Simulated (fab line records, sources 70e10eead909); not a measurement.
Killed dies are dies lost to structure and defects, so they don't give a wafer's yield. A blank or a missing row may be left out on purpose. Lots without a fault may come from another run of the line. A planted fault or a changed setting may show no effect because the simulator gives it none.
Which tool did it? | flow nand_harc | 20 lots, 60 wafers sampled, at 6 steps of a route of 1302

WHAT THE GAUGES READ, wafer by wafer
The record holds no reading of a measuring or inspecting step that can be judged against a usual standard deviation.

WHICH TOOL RAN EACH LOT (tool, then ch and the chambers of the sampled wafers, then the start)
lot  | NHARC_A_STAIRCASE_DESCUM_270       | NHARC_A_STAIRCASE_HM_OPEN_460                 | NHARC_A_STAIRCASE_DEP_325       | NHARC_A_STAIRCASE_ETCHBACK_157     | NHARC_A_SGD_CUT_ETCH_59        | NHARC_A_SGD_CUT_STRIP_17
L076 | rie_diel-05 ch 0,1,2, day 16 17:23 | rie_diel-07 ch 0,2,3, day 18 15:46 or earlier | pecvd-02 ch 1,2, day 18 15:46   | rie_diel-13 ch 0,1,3, day 19 08:09 | rie_diel-03 ch 2,3, no start   | rie_diel-03 ch 0,2,3, no start
L075 | rie_diel-07 ch 0,1,3, day 16 17:53 | rie_diel-05 ch 1,2,3, day 18 15:36 or earlier | pecvd-01 ch 1,2, day 18 15:36   | rie_diel-13 ch 1,2,3, day 19 08:02 | rie_diel-11 ch 0,1,3, no start | rie_diel-11 ch 0,2,3, no start
L074 | rie_diel-07 ch 0,1,2, day 17 01:04 | rie_diel-05 ch 0,1,3, day 18 21:58 or earlier | pecvd-03 ch 0,1,2, day 18 21:58 | rie_diel-13 ch 0,1,3, day 19 12:39 | rie_diel-03 ch 0,1,2, no start | rie_diel-03 ch 0,2,3, no start
L078 | rie_diel-07 ch 0,3, day 18 03:40   | rie_diel-13 ch 0,1,3, day 20 01:10 or earlier | pecvd-01 ch 0,2, day 20 01:10   | rie_diel-05 ch 1,2, day 20 19:56   | rie_diel-01 ch 0,1,2, no start | rie_diel-01 ch 0,1,2, no start
L077 | rie_diel-05 ch 0,2, day 18 10:00   | rie_diel-13 ch 0,1, day 20 09:20 or earlier   | pecvd-01 ch 0,1, day 20 09:20   | rie_diel-13 ch 0,1,2, day 21 01:03 | rie_diel-11 ch 1,2,3, no start | rie_diel-11 ch 0,2,3, no start
L079 | rie_diel-07 ch 0,1, day 18 18:29   | rie_diel-13 ch 1,3, day 19 01:59              | pecvd-03 ch 1,2, day 20 20:49   | rie_diel-13 ch 0,1,2, day 21 11:24 | rie_diel-11 ch 0,1,2, no start | rie_diel-11 ch 2,3, no start
L081 | rie_diel-05 ch 0,2, day 19 17:44   | rie_diel-05 ch 1,3, day 21 14:07 or earlier   | pecvd-02 ch 0,2, day 21 14:07   | rie_diel-05 ch 0,3, day 22 07:13   | rie_diel-01 ch 0,1,3, no start | rie_diel-01 ch 1,2,3, no start
L083 | rie_diel-07 ch 1,3, day 20 03:34   | rie_diel-05 ch 0,1,3, day 22 03:28 or earlier | pecvd-01 ch 0,2, day 22 03:28   | rie_diel-05 ch 2,3, day 22 20:28   | rie_diel-03 ch 0,1,3, no start | rie_diel-03 ch 1,3, no start
L082 | rie_diel-05 ch 2,3, day 20 03:43   | rie_diel-07 ch 2,3, day 22 03:28 or earlier   | pecvd-02 ch 1,2, day 22 03:28   | rie_diel-05 ch 0,3, day 22 20:44   | rie_diel-01 ch 0,2,3, no start | rie_diel-01 ch 0,3, no start
L085 | rie_diel-13 ch 0,1, day 20 21:52   | rie_diel-13 ch 1,2, day 22 23:53 or earlier   | pecvd-03 ch 0,1,2, day 22 23:53 | rie_diel-07 ch 1,3, day 23 17:12   | rie_diel-01 ch 0,2,3, no start | rie_diel-01 ch 1,2, no start
L086 | rie_diel-07 ch 0,3, day 21 18:08   | rie_diel-07 ch 1,3, day 23 18:15 or earlier   | pecvd-02 ch 0,1,2, day 23 18:15 | rie_diel-05 ch 2,3, day 24 10:26   | rie_diel-03 ch 1,2, no start   | rie_diel-03 ch 1,2,3, no start
L088 | rie_diel-07 ch 0,1,3, day 22 03:12 | rie_diel-07 ch 0,3, day 23 23:06 or earlier   | pecvd-01 ch 1,2, day 23 23:06   | rie_diel-07 ch 0,1, day 24 13:13   | rie_diel-01 ch 1,3, no start   | rie_diel-01 ch 0,1,2, no start
L089 | rie_diel-13 ch 1,2,3, day 22 04:56 | rie_diel-05 ch 0,2,3, day 23 23:40 or earlier | pecvd-01 ch 0,1,2, day 23 23:40 | rie_diel-13 ch 0,2,3, day 24 13:23 | rie_diel-03 ch 0,2,3, no start | rie_diel-03 ch 0,1,2, no start
L087 | rie_diel-07 ch 0,3, day 22 06:39   | rie_diel-07 ch 0,1, day 23 23:20 or earlier   | pecvd-02 ch 0,1,2, day 23 23:20 | rie_diel-13 ch 0,1,3, day 24 14:56 | rie_diel-11 ch 1,2, no start   | rie_diel-11 ch 0,1,2, no start
L091 | rie_diel-07 ch 0,1,3, day 22 17:12 | rie_diel-05 ch 1,3, day 24 18:38 or earlier   | pecvd-01 ch 0,1,2, day 24 18:38 | rie_diel-13 ch 0,1,3, day 25 09:08 | rie_diel-11 ch 1,2,3, no start | rie_diel-11 ch 2,3, no start
L093 | rie_diel-13 ch 0,1,3, day 23 21:44 | rie_diel-05 ch 0,2,3, day 25 19:25 or earlier | pecvd-03 ch 1,2, day 25 19:25   | rie_diel-07 ch 1,2,3, day 26 10:14 | rie_diel-01 ch 1,2,3, no start | rie_diel-01 ch 0,2,3, no start
L094 | rie_diel-07 ch 1,2,3, day 24 21:43 | rie_diel-13 ch 1,2,3, day 26 22:50 or earlier | pecvd-03 ch 0,2, day 26 22:50   | rie_diel-05 ch 0,1,3, day 27 13:34 | rie_diel-01 ch 0,1,2, no start | rie_diel-01 ch 0,1,3, no start
L096 | rie_diel-13 ch 1,3, day 25 11:32   | rie_diel-13 ch 1,2, day 27 09:47 or earlier   | pecvd-02 ch 0,1,2, day 27 09:47 | rie_diel-13 ch 0,1,2, day 27 23:41 | rie_diel-11 ch 0,1,2, no start | rie_diel-11 ch 0,1,2, no start
L095 | rie_diel-13 ch 2,3, day 25 15:43   | rie_diel-05 ch 0,1,3, day 25 21:53            | pecvd-03 ch 0,2, day 27 09:41   | rie_diel-05 ch 1,2, day 27 23:59   | rie_diel-03 ch 0,2,3, no start | rie_diel-03 ch 2,3, no start
L097 | rie_diel-07 ch 0,3, day 26 07:13   | rie_diel-07 ch 1,3, day 28 08:58 or earlier   | pecvd-03 ch 0,2, day 28 08:58   | rie_diel-05 ch 0,2,3, day 29 01:56 | rie_diel-01 ch 1,2,3, no start | rie_diel-01 ch 1,2, no start
- NHARC_A_STAIRCASE_DESCUM_270: chemistry O2, time 3 s.
- NHARC_A_STAIRCASE_HM_OPEN_460: chemistry O2/COS.
- NHARC_A_STAIRCASE_DEP_325: deposits SiO2, target thk 7200 nm.
- NHARC_A_STAIRCASE_ETCHBACK_157: etches the open film in CH3F/O2, target depth 90 nm, time 167.14 s.
- NHARC_A_SGD_CUT_ETCH_59: etches the open film in N2/H2, target depth 260 nm, time 406.25 s.
- NHARC_A_SGD_CUT_STRIP_17: strips in O2.

WHAT THE TOOLS THEMSELVES READ (means of the sampled wafers that have a number; where no wafer has one, the mark that the record gives instead)
NHARC_A_STAIRCASE_DESCUM_270. Usual: drypump_motor_current_A 5.9 A, standard deviation 0.33; o2_flow_sccm 200.0 sccm, standard deviation 0.57; oes_product_au 1.000 a.u., standard deviation 0.0078; rf_vpp_V 57.8 V, standard deviation 1; showerhead_plenum_p_Torr 1.92 Torr, standard deviation 0.11; throttle_valve_pct 11.312 %, standard deviation 0.0093.
lot  | tool        | drypump_motor_current_A (A) | o2_flow_sccm (sccm) | oes_product_au (a.u.) | rf_vpp_V (V) | showerhead_plenum_p_Torr (Torr) | throttle_valve_pct (%) | flag
L076 | rie_diel-05 | 5.7                         | 200.1               | 0.998                 | 58.3         | 2.00                            | 11.304                 |
L075 | rie_diel-07 | 6.0                         | 200.5               | 1.002                 | 56.8         | 1.87                            | 11.310                 |
L074 | rie_diel-07 | 5.9                         | 200.5               | 1.005                 | 56.9         | 1.82                            | 11.320                 |
L078 | rie_diel-07 | 6.1                         | 200.4               | 0.999                 | 58.4         | 1.94                            | 11.314                 |
L077 | rie_diel-05 | 5.6                         | 199.7               | 1.011                 | 57.9         | 1.98                            | 11.317                 |
L079 | rie_diel-07 | 5.9                         | 199.5               | 0.998                 | 57.1         | 1.79                            | 11.321                 |
L081 | rie_diel-05 | 5.6                         | 200.3               | 1.011                 | 58.2         | 1.98                            | 11.314                 |
L083 | rie_diel-07 | 5.8                         | 200.7               | 0.997                 | 57.9         | 1.87                            | 11.312                 |
L082 | rie_diel-05 | 5.4                         | 199.7               | 1.005                 | 57.9         | 1.91                            | 11.306                 |
L085 | rie_diel-13 | 6.4                         | 200.9               | 1.000                 | 57.3         | 1.87                            | 11.310                 |
L086 | rie_diel-07 | 6.2                         | 199.8               | 1.004                 | 57.8         | 2.04                            | 11.310                 |
L088 | rie_diel-07 | 6.0                         | 199.6               | 0.992                 | 57.7         | 1.96                            | 11.309                 |
L089 | rie_diel-13 | 6.2                         | 200.6               | 1.001                 | 57.6         | 1.95                            | 11.303                 |
L087 | rie_diel-07 | 6.2                         | 200.2               | 0.999                 | 57.6         | 2.04                            | 11.313                 |
L091 | rie_diel-07 | 6.0                         | 199.8               | 1.003                 | 58.0         | 1.96                            | 11.310                 |
L093 | rie_diel-13 | 6.3                         | 199.8               | 1.004                 | 57.6         | 1.86                            | 11.310                 |
L094 | rie_diel-07 | 5.9                         | 200.0               | 0.995                 | 57.7         | 1.89                            | 11.297                 |
L096 | rie_diel-13 | 6.2                         | 199.6               | 0.999                 | 57.0         | 1.85                            | 11.320                 |
L095 | rie_diel-13 | 6.2                         | 200.0               | 0.996                 | 58.0         | 1.88                            | 11.309                 |
L097 | rie_diel-07 | 6.1                         | 199.8               | 0.995                 | 57.5         | 2.04                            | 11.311                 |

NHARC_A_STAIRCASE_HM_OPEN_460. Usual: drypump_motor_current_A 5.9 A, standard deviation 0.39; o2_flow_sccm 400.2 sccm, standard deviation 1.2; oes_product_au 1.001 a.u., standard deviation 0.0076; rf_vpp_V 468 V, standard deviation 3.2; showerhead_plenum_p_Torr 3.16 Torr, standard deviation 0.14; throttle_valve_pct 28.331 %, standard deviation 0.0092.
lot  | tool        | drypump_motor_current_A (A) | o2_flow_sccm (sccm) | oes_product_au (a.u.) | rf_vpp_V (V) | showerhead_plenum_p_Torr (Torr) | throttle_valve_pct (%) | flag
L076 | rie_diel-07 | 6.1                         | 398.9               | 1.002                 | 466          | 3.10                            | 28.328                 |
L075 | rie_diel-05 | 5.4                         | 400.0               | 0.999                 | 470          | 3.20                            | 28.336                 |
L074 | rie_diel-05 | 5.7                         | 400.0               | 1.008                 | 468          | 3.20                            | 28.338                 |
L078 | rie_diel-13 | 6.3                         | 400.5               | 0.997                 | 466          | 3.06                            | 28.331                 |
L077 | rie_diel-13 | 6.5                         | 401.3               | 0.995                 | 466          | 3.06                            | 28.328                 |
L079 | rie_diel-13 | 6.2                         | 401.1               | 1.006                 | 466          | 3.05                            | 28.329                 |
L081 | rie_diel-05 | 5.5                         | 399.6               | 1.005                 | 470          | 3.21                            | 28.329                 |
L083 | rie_diel-05 | 5.7                         | 400.4               | 1.005                 | 469          | 3.19                            | 28.334                 |
L082 | rie_diel-07 | 6.0                         | 399.2               | 1.009                 | 469          | 3.14                            | 28.335                 |
L085 | rie_diel-13 | 6.4                         | 399.9               | 1.000                 | 471          | 3.27                            | 28.323                 |
L086 | rie_diel-07 | 6.0                         | 402.0               | 0.991                 | 468          | 3.16                            | 28.331                 |
L088 | rie_diel-07 | 6.1                         | 401.3               | 1.003                 | 471          | 3.31                            | 28.334                 |
L089 | rie_diel-05 | 5.7                         | 400.2               | 1.003                 | 469          | 3.16                            | 28.334                 |
L087 | rie_diel-07 | 6.0                         | 400.5               | 0.999                 | 469          | 3.22                            | 28.327                 |
L091 | rie_diel-05 | 5.5                         | 401.4               | 1.008                 | 468          | 3.13                            | 28.320                 |
L093 | rie_diel-05 | 5.7                         | 400.2               | 0.993                 | 468          | 3.15                            | 28.331                 |
L094 | rie_diel-13 | 6.3                         | 401.9               | 1.001                 | 468          | 3.16                            | 28.336                 |
L096 | rie_diel-13 | 6.4                         | 398.3               | 1.004                 | 470          | 3.25                            | 28.331                 |
L095 | rie_diel-05 | 5.7                         | 399.2               | 1.001                 | 469          | 3.17                            | 28.331                 |
L097 | rie_diel-07 | 5.8                         | 399.5               | 0.998                 | 465          | 3.03                            | 28.327                 |

NHARC_A_STAIRCASE_DEP_325. Usual: heater_power_w 606 W, standard deviation 110.
lot  | tool     | heater_power_w (W) | flag
L076 | pecvd-02 | 457                |
L075 | pecvd-01 | 593                |
L074 | pecvd-03 | 712                |
L078 | pecvd-01 | 610                |
L077 | pecvd-01 | 606                |
L079 | pecvd-03 | 728                |
L081 | pecvd-02 | 546                |
L083 | pecvd-01 | 583                |
L082 | pecvd-02 | 427                |
L085 | pecvd-03 | 681                |
L086 | pecvd-02 | 469                |
L088 | pecvd-01 | 629                |
L089 | pecvd-01 | 624                |
L087 | pecvd-02 | 504                |
L091 | pecvd-01 | 566                |
L093 | pecvd-03 | 738                |
L094 | pecvd-03 | 650                |
L096 | pecvd-02 | 512                |
L095 | pecvd-03 | 597                |
L097 | pecvd-03 | 609                |

NHARC_A_STAIRCASE_ETCHBACK_157. Usual: ch3f_flow_sccm 49.98 sccm, standard deviation 0.14; drypump_motor_current_A 6.0 A, standard deviation 0.38; o2_flow_sccm 29.99 sccm, standard deviation 0.093; oes_product_au 0.97 a.u., standard deviation 0.031; rf_vpp_V 244.4 V, standard deviation 1.8; showerhead_plenum_p_Torr 2.47 Torr, standard deviation 0.12; throttle_valve_pct 20.664 %, standard deviation 0.0094.
lot  | tool        | ch3f_flow_sccm (sccm) | drypump_motor_current_A (A) | o2_flow_sccm (sccm) | oes_product_au (a.u.) | rf_vpp_V (V) | showerhead_plenum_p_Torr (Torr) | throttle_valve_pct (%) | flag
L076 | rie_diel-13 | 49.87                 | 6.3                         | 29.96               | 0.99                  | 243.2        | 2.40                            | 20.662                 |
L075 | rie_diel-13 | 50.05                 | 6.3                         | 29.94               | 0.93                  | 244.8        | 2.51                            | 20.659                 |
L074 | rie_diel-13 | 49.92                 | 6.3                         | 30.06               | 0.94                  | 243.8        | 2.40                            | 20.667                 |
L078 | rie_diel-05 | 49.84                 | 5.4                         | 30.11               | 0.99                  | 246.1        | 2.57                            | 20.666                 |
L077 | rie_diel-13 | 49.95                 | 6.4                         | 29.98               | 1.00                  | 245.8        | 2.51                            | 20.663                 |
L079 | rie_diel-13 | 49.93                 | 6.4                         | 29.98               | 0.94                  | 244.9        | 2.51                            | 20.668                 |
L081 | rie_diel-05 | 50.07                 | 5.7                         | 29.96               | 0.97                  | 243.8        | 2.45                            | 20.660                 |
L083 | rie_diel-05 | 50.02                 | 5.4                         | 29.95               | 0.98                  | 244.7        | 2.48                            | 20.660                 |
L082 | rie_diel-05 | 49.98                 | 6.0                         | 30.00               | 1.00                  | 245.3        | 2.50                            | 20.668                 |
L085 | rie_diel-07 | 49.93                 | 5.9                         | 30.06               | 1.00                  | 243.9        | 2.39                            | 20.669                 |
L086 | rie_diel-05 | 49.87                 | 5.4                         | 29.95               | 0.93                  | 244.6        | 2.48                            | 20.657                 |
L088 | rie_diel-07 | 50.10                 | 5.8                         | 29.92               | 0.92                  | 243.8        | 2.42                            | 20.653                 |
L089 | rie_diel-13 | 50.01                 | 6.2                         | 29.94               | 1.00                  | 243.3        | 2.42                            | 20.664                 |
L087 | rie_diel-13 | 49.91                 | 6.3                         | 30.01               | 1.00                  | 243.4        | 2.39                            | 20.668                 |
L091 | rie_diel-13 | 49.94                 | 6.3                         | 30.00               | 0.93                  | 243.4        | 2.39                            | 20.659                 |
L093 | rie_diel-07 | 50.03                 | 5.9                         | 29.95               | 0.99                  | 244.4        | 2.42                            | 20.668                 |
L094 | rie_diel-05 | 49.94                 | 5.7                         | 30.07               | 1.01                  | 244.7        | 2.49                            | 20.663                 |
L096 | rie_diel-13 | 49.97                 | 6.4                         | 30.02               | 0.96                  | 244.2        | 2.49                            | 20.667                 |
L095 | rie_diel-05 | 49.94                 | 5.4                         | 30.02               | 0.93                  | 244.8        | 2.54                            | 20.660                 |
L097 | rie_diel-05 | 50.07                 | 5.7                         | 29.95               | 0.93                  | 243.8        | 2.47                            | 20.659                 |

NHARC_A_SGD_CUT_ETCH_59. Usual: drypump_motor_current_A 5.6 A, standard deviation 0.35; oes_product_au 1.000 a.u., standard deviation 0.0073; rf_vpp_V 430 V, standard deviation 3.1; showerhead_plenum_p_Torr 2.02 Torr, standard deviation 0.11; throttle_valve_pct 14.172 %, standard deviation 0.0088.
lot  | tool        | drypump_motor_current_A (A) | oes_product_au (a.u.) | rf_vpp_V (V) | showerhead_plenum_p_Torr (Torr) | throttle_valve_pct (%) | flag
L076 | rie_diel-03 | 6.0                         | 0.985                 | 430          | 2.00                            | 14.170                 |
L075 | rie_diel-11 | 5.4                         | 1.001                 | 430          | 2.05                            | 14.177                 |
L074 | rie_diel-03 | 5.7                         | 1.007                 | 428          | 1.92                            | 14.170                 |
L078 | rie_diel-01 | 5.6                         | 0.998                 | 432          | 2.12                            | 14.174                 |
L077 | rie_diel-11 | 5.6                         | 1.003                 | 430          | 2.04                            | 14.173                 |
L079 | rie_diel-11 | 5.7                         | 1.004                 | 431          | 2.04                            | 14.174                 |
L081 | rie_diel-01 | 5.4                         | 1.007                 | 431          | 2.05                            | 14.163                 |
L083 | rie_diel-03 | 5.7                         | 0.996                 | 429          | 1.99                            | 14.168                 |
L082 | rie_diel-01 | 5.5                         | 1.000                 | 432          | 2.07                            | 14.171                 |
L085 | rie_diel-01 | 5.5                         | 0.998                 | 431          | 2.06                            | 14.163                 |
L086 | rie_diel-03 | 6.1                         | 1.000                 | 426          | 1.90                            | 14.184                 |
L088 | rie_diel-01 | 5.4                         | 1.001                 | 430          | 1.99                            | 14.172                 |
L089 | rie_diel-03 | 5.7                         | 0.997                 | 429          | 2.01                            | 14.169                 |
L087 | rie_diel-11 | 5.8                         | 1.002                 | 430          | 2.02                            | 14.175                 |
L091 | rie_diel-11 | 5.6                         | 0.994                 | 431          | 2.04                            | 14.171                 |
L093 | rie_diel-01 | 5.5                         | 1.005                 | 429          | 2.01                            | 14.176                 |
L094 | rie_diel-01 | 5.6                         | 1.005                 | 432          | 2.11                            | 14.166                 |
L096 | rie_diel-11 | 5.7                         | 0.999                 | 430          | 2.04                            | 14.172                 |
L095 | rie_diel-03 | 5.6                         | 0.994                 | 430          | 2.01                            | 14.162                 |
L097 | rie_diel-01 | 5.4                         | 1.002                 | 430          | 2.01                            | 14.173                 |

NHARC_A_SGD_CUT_STRIP_17. Usual: drypump_motor_current_A 5.6 A, standard deviation 0.34; o2_flow_sccm 500.1 sccm, standard deviation 1.4; oes_product_au 0.999 a.u., standard deviation 0.007; rf_vpp_V 57.7 V, standard deviation 0.92; showerhead_plenum_p_Torr 3.50 Torr, standard deviation 0.17; throttle_valve_pct 17.037 %, standard deviation 0.0093.
lot  | tool        | drypump_motor_current_A (A) | o2_flow_sccm (sccm) | oes_product_au (a.u.) | rf_vpp_V (V) | showerhead_plenum_p_Torr (Torr) | throttle_valve_pct (%) | flag
L076 | rie_diel-03 | 5.7                         | 500.9               | 0.993                 | 57.5         | 3.48                            | 17.041                 |
L075 | rie_diel-11 | 5.3                         | 499.2               | 1.009                 | 57.2         | 3.41                            | 17.036                 |
L074 | rie_diel-03 | 5.6                         | 499.3               | 0.997                 | 57.7         | 3.48                            | 17.040                 |
L078 | rie_diel-01 | 5.6                         | 500.3               | 0.997                 | 57.6         | 3.65                            | 17.030                 |
L077 | rie_diel-11 | 5.4                         | 500.7               | 0.997                 | 57.4         | 3.41                            | 17.031                 |
L079 | rie_diel-11 | 5.5                         | 502.3               | 1.006                 | 57.6         | 3.39                            | 17.030                 |
L081 | rie_diel-01 | 5.5                         | 498.7               | 0.999                 | 58.4         | 3.49                            | 17.032                 |
L083 | rie_diel-03 | 6.1                         | 500.2               | 0.993                 | 57.5         | 3.42                            | 17.039                 |
L082 | rie_diel-01 | 5.4                         | 500.4               | 1.002                 | 58.0         | 3.45                            | 17.052                 |
L085 | rie_diel-01 | 5.5                         | 499.1               | 0.998                 | 57.6         | 3.57                            | 17.029                 |
L086 | rie_diel-03 | 6.0                         | 498.9               | 0.997                 | 57.9         | 3.44                            | 17.043                 |
L088 | rie_diel-01 | 5.6                         | 500.9               | 1.001                 | 57.7         | 3.64                            | 17.037                 |
L089 | rie_diel-03 | 5.7                         | 500.3               | 0.996                 | 56.7         | 3.34                            | 17.035                 |
L087 | rie_diel-11 | 5.6                         | 500.4               | 1.004                 | 58.4         | 3.53                            | 17.040                 |
L091 | rie_diel-11 | 5.3                         | 499.3               | 0.996                 | 57.8         | 3.41                            | 17.044                 |
L093 | rie_diel-01 | 5.6                         | 499.6               | 1.011                 | 58.5         | 3.56                            | 17.032                 |
L094 | rie_diel-01 | 5.4                         | 500.5               | 1.002                 | 57.6         | 3.53                            | 17.034                 |
L096 | rie_diel-11 | 5.6                         | 499.1               | 1.002                 | 57.7         | 3.53                            | 17.047                 |
L095 | rie_diel-03 | 6.0                         | 500.8               | 0.997                 | 58.2         | 3.57                            | 17.030                 |
L097 | rie_diel-01 | 5.5                         | 500.2               | 1.002                 | 57.5         | 3.56                            | 17.036                 |

THE ANSWER, worked out from the rows above alone
Rule: a lot is off if the mean of its wafers that have a number lies more than 3 standard deviations from the usual mean. A lot without any number at a reading at which 4 lots or more have one is off too. The other lots that the step has rows for count as sound. The gauges are gone through in route order, then the tools' own readings, and for those a lot's mean is taken as printed above. The first step at which some lot is off is used, and at that step the reading that is off furthest; a lot without a number counts as furthest.
No lot is off at any reading shown: from this, nothing can be told.

WHAT THE SIMULATOR HAD PUT IN
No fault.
